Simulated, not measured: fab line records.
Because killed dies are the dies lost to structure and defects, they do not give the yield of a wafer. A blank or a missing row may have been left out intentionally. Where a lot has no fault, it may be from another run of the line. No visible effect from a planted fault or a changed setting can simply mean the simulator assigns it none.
Matching of chambers -- flow n5_finfet -- rie_diel-04 running N5_BEOL_M5_STRIP_36: 4 sister chambers
The step strips in N2/H2. 4 wafers are shown with their chamber, then 7 later ones without.

== WAFERS WITH THEIR CHAMBER ==
wafer,chamber,showerhead_plenum_p_Torr (Torr)
L083.2,3,2.44
L083.5,2,2.51
L086.1,1,2.41
L086.3,0,2.40

== WAFERS WHOSE CHAMBER IS MISSING ==
wafer,showerhead_plenum_p_Torr (Torr)
L086.4,2.43
L089.4,2.41
L089.5,2.41
L089.6,2.50
L092.1,2.43
L092.3,2.41
L092.6,2.50

== THE CHAMBER EACH PASSED THROUGH ==
wafer,from the rows above,in truth
L086.4,can't be placed: 3 or 1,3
L089.4,can't be placed: 1 or 0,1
L089.5,can't be placed: 1 or 0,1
L089.6,2,2
L092.1,can't be placed: 3 or 1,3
L092.3,can't be placed: 1 or 0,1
L092.6,2,2
Correctly placed: 2 of 7. Can't be placed from these rows: 5 (the true chamber is among the candidates in 5). Placed wrongly: 0.
How it was worked out, from the rows above alone: a wafer's distance from a chamber is the root of the sum, over the readings, of the square of ((its reading less the chamber's mean) divided by the reading's scatter). If the next closest chamber is less than 2 further off than the closest, the wafer can't be placed; otherwise it belongs to the closest. A chamber's mean is the mean of its shown wafers. The scatter: with one shown wafer a chamber, the root of the mean of the squares of how far each hidden wafer lies from its nearest shown one.
